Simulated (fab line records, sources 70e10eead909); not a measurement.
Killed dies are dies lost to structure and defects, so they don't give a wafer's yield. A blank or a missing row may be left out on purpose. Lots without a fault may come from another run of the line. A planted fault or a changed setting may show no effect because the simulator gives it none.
fab line records | flow nand_harc
record lots=24 wafers=72 last_day=33
route steps=1302 shown P_STI@91 P_M0@265 P_M1@299
lots that met no fault: from a run of the same line without faults
start_h: hours from the record's first day to the start of the lot's first wafer shown | wait_h: hours since the lot's step before | " the same as in the row above | L1.1+2: a row that stands for several wafers | - no value, or no start given | * or withheld: withheld | < > ~ a bound
route shown NAME@n: a module of which the file shows steps, and the number in the route of the first | usual: mean/standard deviation of fault-free wafers | same: alike in all rows | chamber/n: place in a boat | sites: the reading at each site | _std_site: their standard deviation | _edge_site: outer sites' mean less inner sites' | radius_mm: how far each site lies from the wafer's centre | mask NAME#n: copy n | behind: the tool/chamber that last shaped the wafer | hold: why the lot was held/for how many hours/how that ended | device: the transistor (n, p or np) that didn't switch | end of line: the same wafers' tests at the end of the route | a step without rows: its recipe alone | killed: dies lost to structure and defects at the first sort, not the wafer's yield | map: a wafer's dies, x killed, . not, _ none there
set.NAME: the setting as run; set.NAME@STEP: as run at that earlier step | model.NAME: the simulator's own value behind a step, which no gauge read
steps of the route over a sample of lots; a table a step, a row a wafer
services: from which hour (start_h, from the record's first day; less than 0 if before it) a tool's chamber was out of use, for how many hours, and why
## steps
# step NHARC_P_STI_CD_MEAS_16
# usual cd_nm=200.6/1.9
# columns lot.wafer tool chamber start_h wait_h cd_nm
L074.1 cd_sem-02 - 46.67 - 199.9
L074.4 " - " " 202.4
L074.5 " - " " 199.5
L075.1 cd_sem-01 - 53.37 - 196.4
L075.5 " - " " 199.3
L075.6 " - " " 198.1
L076.2 cd_sem-02 - 65.39 - 201.0
L076.3 " - " " 199.0
L076.4 " - " " 204.5
L077.2 cd_sem-01 - 74.74 - 201.3
L077.5 " - " " 199.6
L077.6 " - " " 201.4
L078.1 cd_sem-03 - 83.49 - 202.5
L078.3 " - " " 200.4
L078.5 " - " " 198.2
L079.3 cd_sem-02 - 93.27 - 199.1
L079.5 " - " " 198.2
L079.6 " - " " 200.4
L080.4 cd_sem-03 - 104.07 - 204.1
L080.5 " - " " 201.3
L080.6 " - " " 200.4
L081.1 cd_sem-01 - 114.45 - 202.5
L081.2 " - " " 200.3
L081.3 " - " " 200.2
L082.3 cd_sem-02 - 123.77 - 203.7
L082.4 " - " " 198.1
L082.5 " - " " 200.9
L083.1 cd_sem-03 - 136.09 - 199.9
L083.4 " - " " 201.3
L083.6 " - " " 202.6
L084.2 cd_sem-02 - 147.13 - 199.6
L084.3 " - " " 204.5
L084.6 " - " " 203.1
L085.2 cd_sem-02 - 153.84 - 203.1
L085.3 " - " " 202.6
L085.4 " - " " 201.7
L086.1 cd_sem-03 - 163.74 - 202.5
L086.4 " - " " 201.0
L086.6 " - " " 202.2
L087.2 cd_sem-01 - 173.55 - 201.0
L087.4 " - " " 200.0
L087.5 " - " " 202.6
L088.2 cd_sem-02 - 185.01 - 198.5
L088.3 " - " " 201.0
L088.5 " - " " 197.2
L089.3 cd_sem-01 - 195.34 - 196.9
L089.4 " - " " 198.4
L089.5 " - " " 202.4
L090.1 cd_sem-03 - 203.82 - 197.3
L090.3 " - " " 201.0
L090.6 " - " " 198.3
L091.1 cd_sem-02 - 213.58 - 204.7
L091.3 " - " " 200.9
L091.4 " - " " 203.9
L092.1 cd_sem-03 - 223.41 - 198.7
L092.2 " - " " 198.3
L092.5 " - " " 199.9
L093.3 cd_sem-02 - 233.24 - 202.8
L093.5 " - " " 198.8
L093.6 " - " " 201.6
L094.1 cd_sem-01 - 244.14 - 203.6
L094.4 " - " " 202.8
L094.5 " - " " 199.7
L095.2 cd_sem-03 - 257.73 - 198.0
L095.5 " - " " 202.1
L095.6 " - " " 199.8
L096.1 cd_sem-02 - 264.52 - 202.9
L096.5 " - " " 202.0
L096.6 " - " " 203.5
L097.1 cd_sem-01 - 273.07 - 202.2
L097.4 " - " " 197.7
L097.5 " - " " 201.3
# step NHARC_P_M0_INSPECT_11
# usual raw_defect_count=4.3/2.6
# columns lot.wafer tool chamber start_h wait_h raw_defect_count
L074.1 defect_inspect-01 - 121.39 0.0 6
L074.4 " - " " 9
L074.5 " - " " 9
L075.1 defect_inspect-01 - 128.75 0.0 5
L075.5 " - " " 1
L075.6 " - " " 1
L076.2 defect_inspect-01 - 141.83 0.0 4
L076.3 " - " " 7
L076.4 " - " " 2
L077.2 defect_inspect-01 - 146.60 0.0 2
L077.5 " - " " 7
L077.6 " - " " 5
L078.1 defect_inspect-02 - 157.93 0.0 6
L078.3 " - " " 2
L078.5 " - " " 5
L079.3 defect_inspect-02 - 168.46 0.0 5
L079.5 " - " " 1
L079.6 " - " " 3
L080.4 defect_inspect-02 - 184.96 0.0 9
L080.5 " - " " 3
L080.6 " - " " 2
L081.1 defect_inspect-02 - 192.79 0.0 2
L081.2 " - " " 1
L081.3 " - " " 6
L082.3 defect_inspect-02 - 200.16 0.0 9
L082.4 " - " " 12
L082.5 " - " " 8
L083.1 defect_inspect-02 - 215.33 0.0 0
L083.4 " - " " 3
L083.6 " - " " 2
L084.2 defect_inspect-01 - 222.87 0.0 2
L084.3 " - " " 5
L084.6 " - " " 4
L085.2 defect_inspect-02 - 232.67 0.0 1
L085.3 " - " " 3
L085.4 " - " " 1
L086.1 defect_inspect-01 - 236.05 0.0 3
L086.4 " - " " 4
L086.6 " - " " 2
L087.2 defect_inspect-01 - 248.57 0.0 3
L087.4 " - " " 4
L087.5 " - " " 6
L088.2 defect_inspect-02 - 274.30 0.0 3
L088.3 " - " " 5
L088.5 " - " " 6
L089.3 defect_inspect-02 - 274.85 0.0 3
L089.4 " - " " 4
L089.5 " - " " 4
L090.1 defect_inspect-01 - 284.14 0.0 4
L090.3 " - " " 4
L090.6 " - " " 3
L091.1 defect_inspect-01 - 287.14 0.0 5
L091.3 " - " " 5
L091.4 " - " " 5
L092.1 defect_inspect-01 - 301.91 0.0 3
L092.2 " - " " 6
L092.5 " - " " 3
L093.3 defect_inspect-02 - 317.89 0.0 2
L093.5 " - " " 6
L093.6 " - " " 4
L094.1 defect_inspect-02 - 318.53 0.0 3
L094.4 " - " " 1
L094.5 " - " " 5
L095.2 defect_inspect-01 - 335.18 0.0 4
L095.5 " - " " 1
L095.6 " - " " 5
L096.1 defect_inspect-01 - 339.05 0.0 11
L096.5 " - " " 8
L096.6 " - " " 6
L097.1 defect_inspect-02 - 346.57 0.0 2
L097.4 " - " " 1
L097.5 " - " " 7
# step NHARC_P_M0_DEGAS_28
# recipe temp_c=250 time_s=60
# usual heater_power_w=343/32
# columns lot.wafer tool chamber start_h wait_h heater_power_w
L074.4 pvd_sputter-03 - 122.37 - 328
L074.1 " - " " 349
L074.5 " - " " 348
L075.1 pvd_sputter-01 - 129.77 - 365
L075.6 " - " " 350
L075.5 " - " " 296
L076.2 pvd_sputter-03 - 142.83 - 352
L076.4 " - " " 326
L076.3 " - " " 325
L077.2 pvd_sputter-03 - 148.34 - 355
L077.5 " - " " 344
L077.6 " - " " 358
L078.3 pvd_sputter-03 - 158.92 - 330
L078.1 " - " " 331
L078.5 " - " " 372
L079.3 pvd_sputter-01 - 169.46 - 294
L079.5 " - " " 331
L079.6 " - " " 362
L080.4 pvd_sputter-02 - 186.02 - 310
L080.5 " - " " 436
L080.6 " - " " 311
L081.1 pvd_sputter-02 - 193.77 - 316
L081.3 " - " " 441
L081.2 " - " " 308
L082.3 pvd_sputter-01 - 201.15 - 328
L082.4 " - " " 367
L082.5 " - " " 291
L083.1 pvd_sputter-02 - 216.31 - 325
L083.4 " - " " 351
L083.6 " - " " 320
L084.2 pvd_sputter-03 - 223.85 - 331
L084.3 " - " " 365
L084.6 " - " " 327
L085.3 pvd_sputter-03 - 233.65 - 368
L085.4 " - " " 319
L085.2 " - " " 344
L086.1 pvd_sputter-03 - 237.14 - 328
L086.4 " - " " 334
L086.6 " - " " 350
L087.4 pvd_sputter-02 - 249.55 - 305
L087.2 " - " " 333
L087.5 " - " " 310
L088.2 pvd_sputter-03 - 275.32 - 369
L088.3 " - " " 332
L088.5 " - " " 365
L089.4 pvd_sputter-01 - 275.91 - 296
L089.3 " - " " 358
L089.5 " - " " 352
L090.1 pvd_sputter-03 - 285.13 - 348
L090.3 " - " " 358
L090.6 " - " " 322
L091.3 pvd_sputter-03 - 288.12 - 324
L091.4 " - " " 352
L091.1 " - " " 365
L092.2 pvd_sputter-01 - 302.90 - 355
L092.1 " - " " 327
L092.5 " - " " 352
L093.3 pvd_sputter-03 - 318.89 - 349
L093.5 " - " " 327
L093.6 " - " " 346
L094.1 pvd_sputter-01 - 319.56 - 349
L094.4 " - " " 300
L094.5 " - " " 328
L095.2 pvd_sputter-01 - 336.18 - 321
L095.5 " - " " 352
L095.6 " - " " 353
L096.1 pvd_sputter-02 - 340.05 - 314
L096.5 " - " " 319
L096.6 " - " " 335
L097.4 pvd_sputter-02 - 347.55 - 313
L097.1 " - " " 442
L097.5 " - " " 332
# step NHARC_P_M1_ETCH_35
# recipe target_depth_a=400 overetch_a=120 time_s=43.94 ion_energy_ev=200 n2_flow_sccm=150 h2_flow_sccm=150 ar_flow_sccm=0 rf_w=400 bias_w=150 chemistry=N2/H2
# usual drypump_motor_current_A=5.9/0.4 h2_flow_sccm=150.0/0.5 oes_product_au=0.999/0.011 rf_vpp_V=430.5/2.6 showerhead_plenum_p_Torr=2.04/0.092 throttle_valve_pct=14.170/0.0093
# columns lot.wafer tool chamber start_h wait_h drypump_motor_current_A h2_flow_sccm oes_product_au rf_hours_counter_h rf_vpp_V showerhead_plenum_p_Torr throttle_valve_pct
L074.1 rie_diel-06 1 125.64 0.1 5.6 150.7 0.980 11 431.9 2.14 14.158
L074.4 " 3 " " 6.1 150.3 1.003 10 432.3 2.11 14.179
L074.5 " 1 " " 5.5 150.1 0.980 - 433.8 2.14 14.184
L075.1 rie_diel-08 0 132.98 0.1 5.5 149.0 1.001 9 427.0 1.91 14.180
L075.6 " 1 " " 6.2 150.2 1.017 - 427.8 1.97 14.175
L075.5 " 3 " " 6.3 150.5 1.014 - 434.6 2.20 14.174
L076.3 rie_diel-06 2 146.05 0.1 6.7 149.7 0.997 0 429.6 2.04 14.171
L076.4 " 3 " " 6.1 150.6 1.011 0 431.3 2.11 14.178
L076.2 " 0 " " 5.7 149.9 1.009 0 431.6 2.08 14.162
L077.2 rie_diel-08 1 151.41 0.1 6.2 149.7 1.011 10 428.6 1.97 14.160
L077.6 " 2 " " 5.6 149.0 1.005 - 429.5 2.03 14.157
L077.5 " 3 " " 6.4 149.2 1.016 - 434.5 2.20 14.172
L078.1 rie_diel-06 0 162.13 0.1 5.7 150.1 1.008 1 431.4 2.08 14.166
L078.3 " 2 " " 6.7 149.8 0.992 2 431.2 2.04 14.177
L078.5 " 3 " " 6.1 149.3 1.013 - 434.2 2.11 14.174
L079.3 rie_diel-08 2 172.71 0.1 5.6 149.9 1.018 11 431.0 2.02 14.175
L079.6 " 0 " " 5.5 150.6 1.004 - 427.4 1.91 14.159
L079.5 " 1 " " 6.2 149.5 1.023 - 428.9 1.96 14.173
L080.4 rie_diel-06 0 189.12 0.1 5.8 149.7 1.002 3 432.4 2.08 14.175
L080.5 " 2 " " 6.8 150.5 0.993 - 430.6 2.04 14.167
L080.6 " 3 " " 6.1 149.9 1.014 - 431.6 2.11 14.171
L081.1 rie_diel-06 2 196.84 0.1 6.7 151.3 0.998 5 430.1 2.04 14.161
L081.3 " 0 " " 5.7 150.4 1.011 4 431.0 2.08 14.165
L081.2 " 1 " " 5.5 150.6 1.006 5 433.4 2.14 14.158
L082.3 rie_diel-08 2 204.54 0.1 5.6 151.0 1.008 0 429.7 2.02 14.169
L082.4 " 1 " " 6.2 149.5 0.996 1 427.8 1.96 14.163
L082.5 " 2 " " 5.6 150.7 1.000 - 429.8 2.02 14.166
L083.1 rie_diel-04 2 219.43 0.1 5.6 150.6 0.998 9 428.6 2.01 14.165
L083.4 " 1 " " 5.7 149.4 0.990 4 431.2 2.08 14.166
L083.6 " 2 " " 5.6 150.8 0.988 - 430.0 2.01 14.183
L084.3 rie_diel-08 1 226.93 0.1 6.2 148.8 0.998 3 427.6 1.96 14.185
L084.2 " 2 " " 5.6 150.0 0.980 3 430.9 2.02 14.179
L084.6 " 0 " " 5.5 150.2 0.988 - 426.9 1.90 14.176
L085.4 rie_diel-08 2 236.99 0.1 5.6 149.6 0.997 3 428.3 2.02 14.165
L085.2 " 3 " " 6.3 149.9 0.991 3 433.5 2.19 14.187
L085.3 " 1 " " 6.2 150.9 1.007 4 428.3 1.96 14.175
L086.4 rie_diel-08 0 240.34 0.1 5.5 149.4 0.993 4 427.6 1.90 14.164
L086.1 " 1 " " 6.2 150.3 0.998 4 429.7 1.96 14.155
L086.6 " 1 " " 6.2 150.7 0.989 - 428.6 1.96 14.163
L087.2 rie_diel-06 1 252.78 0.1 5.5 149.6 0.985 9 433.5 2.14 14.176
L087.4 " 2 " " 6.7 150.0 0.993 9 429.4 2.04 14.175
L087.5 " 0 " " 5.7 149.9 1.008 - 431.0 2.08 14.166
L088.2 rie_diel-08 2 278.54 0.1 5.6 149.6 0.991 7 428.4 2.02 14.162
L088.3 " 0 " " 5.5 150.0 0.999 7 427.3 1.90 14.157
L088.5 " 2 " " 5.6 149.9 0.987 - 430.2 2.02 14.184
L089.4 rie_diel-06 0 279.56 0.1 5.7 149.4 0.998 9 433.0 2.08 14.177
L089.3 " 2 " " 6.7 150.8 0.991 11 429.6 2.04 14.157
L089.5 " 3 " " 6.1 149.1 0.999 - 433.2 2.11 14.166
L090.1 rie_diel-08 1 289.06 0.1 6.2 149.2 0.985 8 428.7 1.96 14.177
L090.3 " 3 " " 6.3 149.8 1.003 8 436.9 2.19 14.175
L090.6 " 1 " " 6.2 149.6 0.983 - 426.9 1.96 14.178
L091.3 rie_diel-08 0 291.34 0.1 5.5 150.5 1.001 9 425.8 1.90 14.161
L091.1 " 2 " " 5.6 150.0 0.992 8 429.5 2.02 14.185
L091.4 " 3 " " 6.3 149.5 0.993 8 434.8 2.19 14.160
L092.2 rie_diel-08 0 306.14 0.1 5.5 148.6 0.986 10 427.7 1.90 14.185
L092.1 " 2 " " 5.6 150.6 0.985 9 430.9 2.02 14.185
L092.5 " 1 " " 6.2 149.8 0.993 - 427.7 1.96 14.161
L093.3 rie_diel-06 0 321.96 0.1 5.7 150.2 0.984 0 431.1 2.08 14.176
L093.6 " 0 " " 5.7 149.8 0.989 - 431.1 2.08 14.163
L093.5 " 1 " " 5.5 149.9 0.983 - 433.4 2.14 14.167
L094.1 rie_diel-08 1 322.84 0.1 6.2 150.9 0.976 10 428.8 1.96 14.171
L094.4 " 0 " " 5.5 150.1 0.997 - 426.2 1.90 14.169
L094.5 " 1 " " 6.2 150.2 0.992 - 427.6 1.96 14.176
L095.2 rie_diel-06 0 339.39 0.1 5.7 149.6 1.003 2 431.6 2.08 14.166
L095.5 " 1 " " 5.5 150.1 0.998 - 432.6 2.14 14.162
L095.6 " 2 " " 6.7 150.1 1.012 - 430.3 2.04 14.186
L096.1 rie_diel-08 0 343.18 0.1 5.5 150.2 0.993 15 427.1 1.90 14.182
L096.5 " 0 " " 5.5 150.4 0.989 - 427.4 1.90 14.186
L096.6 " 1 " " 6.2 150.3 0.993 - 428.7 1.96 14.168
L097.4 rie_diel-06 3 350.79 0.1 6.1 149.2 1.018 3 433.7 2.11 14.169
L097.1 " 1 " " 5.5 150.2 0.990 3 432.1 2.14 14.156
L097.5 " 0 " " 5.7 150.4 0.992 - 432.8 2.08 14.175
# step NHARC_P_M1_ANNEAL_31
# recipe temp_c=225 time_s=90
# usual anneal_temp_c=224.97/0.17 wafer_temp_C_max=226.2/0.57
# columns lot.wafer tool chamber start_h wait_h anneal_temp_c wafer_temp_C_max
L074.1 rtp_anneal-02 0 127.32 - 224.99 226.9
L074.4 " 0 " " 224.81 226.4
L074.5 " 0 " " 224.97 226.7
L075.1 rtp_anneal-01 0 135.08 0.3 225.09 226.4
L075.5 " 0 " " 225.33 225.9
L075.6 " 0 " " 224.93 226.1
L076.2 rtp_anneal-01 0 147.77 - 225.26 226.7
L076.3 " 0 " " 225.14 226.0
L076.4 " 0 " " 224.97 226.4
L077.2 rtp_anneal-01 0 153.11 - 225.22 225.7
L077.5 " 0 " " 224.87 225.6
L077.6 " 0 " " 225.17 225.6
L078.1 rtp_anneal-02 0 163.83 - 225.37 226.9
L078.3 " 0 " " 225.24 226.5
L078.5 " 0 " " 225.16 226.4
L079.3 rtp_anneal-02 0 174.48 0.3 224.74 226.5
L079.5 " 0 " " 224.82 226.8
L079.6 " 0 " " 224.71 226.9
L080.4 rtp_anneal-01 0 190.93 - 224.93 225.7
L080.5 " 0 " " 225.15 225.5
L080.6 " 0 " " 225.08 225.6
L081.1 rtp_anneal-02 0 198.52 - 224.99 227.1
L081.2 " 0 " " 224.93 226.5
L081.3 " 0 " " 224.74 227.3
L082.3 rtp_anneal-01 0 206.31 - 224.84 225.7
L082.4 " 0 " " 224.85 225.6
L082.5 " 0 " " 224.98 225.6
L083.1 rtp_anneal-02 0 221.10 - 224.99 226.7
L083.4 " 0 " " 224.68 226.9
L083.6 " 0 " " 225.07 226.4
L084.2 rtp_anneal-01 0 228.65 - 224.93 226.1
L084.3 " 0 " " 224.82 226.5
L084.6 " 0 " " 225.06 226.0
L085.2 rtp_anneal-01 0 238.72 0.3 224.87 225.5
L085.3 " 0 " " 224.99 225.6
L085.4 " 0 " " 224.87 225.6
L086.1 rtp_anneal-01 0 242.01 - 224.94 225.5
L086.4 " 0 " " 225.00 225.9
L086.6 " 0 " " 224.90 225.9
L087.2 rtp_anneal-01 0 254.50 - 224.71 225.7
L087.4 " 0 " " 224.85 225.8
L087.5 " 0 " " 224.94 225.7
L088.2 rtp_anneal-02 0 280.31 0.4 225.07 226.7
L088.3 " 0 " " 225.33 227.2
L088.5 " 0 " " 225.06 226.3
L089.3 rtp_anneal-01 0 281.41 - 225.21 226.0
L089.4 " 0 " " 225.10 225.5
L089.5 " 0 " " 225.03 225.8
L090.1 rtp_anneal-02 0 290.74 - 225.12 226.8
L090.3 " 0 " " 224.84 226.5
L090.6 " 0 " " 225.09 227.0
L091.1 rtp_anneal-01 0 293.20 - 224.74 225.7
L091.3 " 0 " " 224.89 225.7
L091.4 " 0 " " 224.72 225.9
L092.1 rtp_anneal-02 0 307.88 - 224.91 227.0
L092.2 " 0 " " 224.98 226.5
L092.5 " 0 " " 225.04 226.9
L093.3 rtp_anneal-01 0 323.80 - 224.96 225.4
L093.5 " 0 " " 224.92 225.6
L093.6 " 0 " " 225.03 225.6
L094.1 rtp_anneal-02 0 324.60 0.3 225.13 227.0
L094.4 " 0 " " 225.29 226.2
L094.5 " 0 " " 225.34 226.3
L095.2 rtp_anneal-01 0 341.21 - 224.90 225.8
L095.5 " 0 " " 224.41 225.9
L095.6 " 0 " " 224.66 226.1
L096.1 rtp_anneal-02 0 344.91 - 224.81 226.5
L096.5 " 0 " " 224.95 226.8
L096.6 " 0 " " 225.19 226.8
L097.1 rtp_anneal-02 0 352.56 0.3 224.66 227.0
L097.4 " 0 " " 225.00 226.5
L097.5 " 0 " " 224.49 226.3
# step NHARC_P_M1_PRE_CLEAN_32
# recipe time_s=12 temp_c=370 rf_power_w=300 gas=NH3
# usual heater_power_w=636/100
# columns lot.wafer tool chamber start_h wait_h heater_power_w
L074.1 pecvd-03 0 128.22 0.1 455
L074.4 " 2 " " 607
L074.5 " 0 " " 454
L075.1 pecvd-04 0 135.99 0.1 646
L075.6 " 1 " " 779
L075.5 " 2 " " 654
L076.3 pecvd-04 0 148.60 0.1 648
L076.2 " 1 " " 768
L076.4 " 1 " " 790
L077.2 pecvd-04 0 153.97 0.1 703
L077.6 " 1 " " 711
L077.5 " 0 " " 694
L078.1 pecvd-01 1 164.72 0.1 675
L078.3 " 0 " " 757
L078.5 " 2 " " 482
L079.3 pecvd-04 2 175.28 0.1 676
L079.6 " 1 " " 756
L079.5 " 2 " " 709
L080.5 pecvd-01 0 191.70 0.1 696
L080.6 " 1 " " 666
L080.4 " 2 " " 435
L081.1 pecvd-03 0 199.40 0.1 509
L081.2 " 1 " " 652
L081.3 " 2 " " 673
L082.3 pecvd-03 0 207.11 0.1 456
L082.5 " 0 " " 458
L082.4 " 1 " " 606
L083.1 pecvd-04 0 221.98 0.1 681
L083.6 " 0 " " 676
L083.4 " 1 " " 669
L084.3 pecvd-03 0 229.50 0.1 500
L084.2 " 1 " " 679
L084.6 " 1 " " 652
L085.2 pecvd-04 2 239.55 0.1 681
L085.3 " 0 " " 741
L085.4 " 1 " " 785
L086.1 pecvd-03 1 242.89 0.1 647
L086.4 " 1 " " 637
L086.6 " 0 " " 431
L087.2 pecvd-01 2 255.33 0.1 433
L087.4 " 0 " " 791
L087.5 " 1 " " 652
L088.2 pecvd-03 1 281.40 0.1 654
L088.3 " 2 " " 687
L088.5 " 0 " " 504
L089.3 pecvd-01 2 282.19 0.1 441
L089.4 " 0 " " 791
L089.5 " 1 " " 607
L090.3 pecvd-04 2 291.63 0.1 616
L090.1 " 1 " " 739
L090.6 " 2 " " 612
L091.1 pecvd-03 2 294.08 0.1 624
L091.3 " 0 " " 512
L091.4 " 0 " " 509
L092.2 pecvd-04 2 308.95 0.2 653
L092.1 " 0 " " 671
L092.5 " 1 " " 732
L093.3 pecvd-01 0 324.61 0.1 769
L093.5 " 2 " " 452
L093.6 " 0 " " 780
L094.1 pecvd-01 2 325.49 0.1 472
L094.5 " 2 " " 465
L094.4 " 0 " " 832
L095.2 pecvd-03 1 342.04 0.1 559
L095.5 " 0 " " 508
L095.6 " 1 " " 567
L096.1 pecvd-01 2 345.84 0.1 471
L096.5 " 1 " " 588
L096.6 " 0 " " 819
L097.1 pecvd-03 0 353.51 0.1 543
L097.4 " 0 " " 517
L097.5 " 1 " " 591
## services
# columns tool chamber start_h hours kind
rie_diel-08 1 98.42 3.5 repair
rie_diel-08 2 129.59 10.0 repair
rie_diel-06 - 130.20 9.0 pm
pvd_sputter-03 - 143.57 1.6 repair
rie_diel-06 0 152.61 1.8 repair
pvd_sputter-03 - 170.00 10.0 pm
rie_diel-06 2 178.76 1.5 repair
pecvd-03 - 185.56 13.0 pm
rie_diel-08 - 190.80 9.0 pm
pecvd-04 - 201.76 0.9 repair
pecvd-03 - 203.43 2.8 repair
pecvd-03 1 230.96 7.7 repair
rie_diel-08 - 235.63 0.2 repair
rie_diel-08 - 267.18 4.9 repair
pecvd-04 - 276.10 13.0 pm
rie_diel-08 1 282.07 4.5 repair
pecvd-04 - 302.30 1.9 repair
rie_diel-06 - 307.20 9.0 pm
pecvd-04 - 315.63 1.8 repair
rie_diel-08 2 317.57 15.8 repair
rie_diel-08 3 318.71 36.2 repair
pecvd-03 - 334.73 0.5 repair
pvd_sputter-03 - 348.00 10.0 pm
rie_diel-08 0 351.33 5.7 repair
## key
fault none
